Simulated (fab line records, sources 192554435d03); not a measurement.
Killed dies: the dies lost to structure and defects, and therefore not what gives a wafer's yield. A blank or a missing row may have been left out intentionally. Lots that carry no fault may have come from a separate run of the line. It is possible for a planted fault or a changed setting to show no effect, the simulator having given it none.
Comparing a struck lot with a sound one || flow n5Finfet || 30 out of 1938 route steps
Sound: the wafers L613.3, L613.5, L613.6. Wafers L610.1, L610.5, L610.6 were the ones struck. The cause is named last.
For every step that has rows: the tool of each side, followed by ch and its chambers, followed by its first start. Under that, the readings that differ: sound wafers || struck wafers || difference of the means || sigmas: that difference in standard deviations of wafers without a fault.
alike: same words and numbers on both sides, and readings whose means sit less than 2 such deviations apart. not compared: any withheld reading, any reading some wafer has no value for, any bound like >300 that may hide the same value, and any number with overlapping values for which the record gives no deviation.
Wherever a step has rows on one side only, a row that says differs or no value, or a row with sigmas, the two part there. Numbers that don't overlap but have no deviation are shown without sigmas and don't part them. A reading that every wafer of one side lacks parts them only if that side has two wafers or more.

first, 9 steps without rows for these wafers: N5_BEOL_M1_DESCUM_16 (chemistry O2, time 7 s); N5_BEOL_M1_ETCH_74 (etches underlayer in N2/H2, target depth 6.5 nm, time 5.2 s); N5_BEOL_M1_ETCH_63 (etches SiARC in CF4, target depth 15.6 nm, time 26 s); N5_BEOL_M1_ETCH_64 (etches SOC in N2/H2, target depth 75 nm, overetch 15 nm, time 112.5 s); N5_BEOL_M1_STRIP_65 (strips in N2/H2); N5_BEOL_M1_STRIP_75 (strips in N2/H2); N5_BEOL_M1_STRIP_66 (strips in CF4); N5_BEOL_M1_HM_OPEN_17 (chemistry Cl2/BCl3, target TiN, target depth 20 nm, overetch 6 nm); N5_BEOL_M1_STRIP_19 (strips in O2).
N5_BEOL_M1_COAT_67: time 60 s, resist thk 60 nm.
  sound on lithoTrack-02 ch 0, day 9 16:31; struck on lithoTrack-05 ch 0, day 8 21:11
{"reading": "spinSpeedRpm (rpm)", "sound": "1499.0 1500.3 1498.4", "struck": "1458.7 1458.1 1459.9", "difference": -40.3, "sigmas": -37}
{"reading": "model.SOC_of_BEOL_M1_COAT_67.thkNm (nm)", "sound": "60 60 60", "struck": "60.4 60.6 60.6", "difference": "+0.5", "sigmas": ""}
then, 13 steps without rows for these wafers: N5_BEOL_M1_COAT_68 (time 60 s, resist thk 12 nm); N5_BEOL_M1_COAT_76 (time 60 s, resist thk 5 nm); N5_BEOL_M1_COAT_22 (resist thk 30 nm); N5_BEOL_M1_EBR_24; N5_BEOL_M1_SOFTBAKE_23 (time 60 s); N5_BEOL_M1_EXPOSE_25 (exposes mask V0, defocus 5 nm, target cd 24 nm); N5_BEOL_M1_PEB_26 (peb time 60 s); N5_BEOL_M1_DEVELOP_27 (develop time 30 s); N5_BEOL_M1_DESCUM_33 (chemistry O2, time 7 s); N5_BEOL_M1_ETCH_77 (etches underlayer in N2/H2, target depth 6.5 nm, time 5.2 s); N5_BEOL_M1_ETCH_69 (etches SiARC in CF4, target depth 15.6 nm, time 26 s); N5_BEOL_M1_ALD_98 (deposits SiO2, target thk 2.5 nm, pulse time 1 s, co reactant pulse time 1 s); N5_BEOL_M1_ETCHBACK_99 (etches SiO2 in CHF3, target depth 5 nm, time 10.4 s).
N5_BEOL_M1_ETCH_70: etches SOC in N2/H2, target depth 80 nm, overetch 16 nm, time 120 s.
  sound on rieDiel-02 ch 0,3, day 9 18:40; struck on rieDiel-06 ch 0,1, day 8 23:56
{"reading": "model.etch.depthNm (nm)", "sound": "60 60.02 59.92", "struck": "60.45 60.69 60.57", "difference": "+0.59", "sigmas": ""}
  alike: drypumpMotorCurrentA, oesProductAu, rfVppV, showerheadPlenumPTorr, throttleValvePct
  not compared: rfHoursCounterH
then, 2 steps without rows for these wafers: N5_BEOL_M1_STRIP_71 (strips in N2/H2); N5_BEOL_M1_STRIP_78 (strips in N2/H2).
N5_BEOL_M1_VIA_ETCH_34: etches the open film in C4F6/O2, target depth 67.8 nm, time 64.4 s.
  sound on rieDiel-02 ch 0,3, day 9 18:46; struck on rieDiel-06 ch 0,1, day 9 00:02
{"reading": "O2_flow_sccm (sccm)", "sound": "9.95 9.99 9.95", "struck": "10.07 10.02 10.11", "difference": "+0.10", "sigmas": "+3"}
{"reading": "model.SOC_of_BEOL_M1_COAT_67.thkNm (nm)", "sound": "52 52 52", "struck": "52.4 52.8 52.6", "difference": "+0.6", "sigmas": ""}
  alike: drypumpMotorCurrentA, oesProductAu, rfVppV, showerheadPlenumPTorr, throttleValvePct
  not compared: rfHoursCounterH
then, 1 step without rows for these wafers: N5_BEOL_M1_STRIP_83 (strips in C4F6/O2).
-- a jump in the record: the struck wafers' starts before and after are 3 days apart (it breaks off in module BEOL_M1 and resumes in module BEOL_M4, where the first step shown is number 1111 of the route) --
N5_BEOL_M4_RC_MEAS_101:
  sound on prober-01 ch 0, day 13 20:49; struck on prober-01 ch 0, day 11 14:42
  alike: DIBL_N, DIBL_P, IOFF_N, IOFF_P, ION_N, ION_P, SS_N, SS_P, VT_N, VT_P
next, for these wafers, 1 step has no rows: N5_PASSIVATION_PROBE_49.

WHERE THEY PART
Earliest at N5_BEOL_M1_COAT_67; latest, in this record, at N5_BEOL_M1_VIA_ETCH_34. Later steps at which nothing parts them and some readings are alike: N5_BEOL_M4_RC_MEAS_101.

WHY: whatever the simulator had introduced
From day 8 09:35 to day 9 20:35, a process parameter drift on lithoTrack-05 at N5_BEOL_M1_COAT_67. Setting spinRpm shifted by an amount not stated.
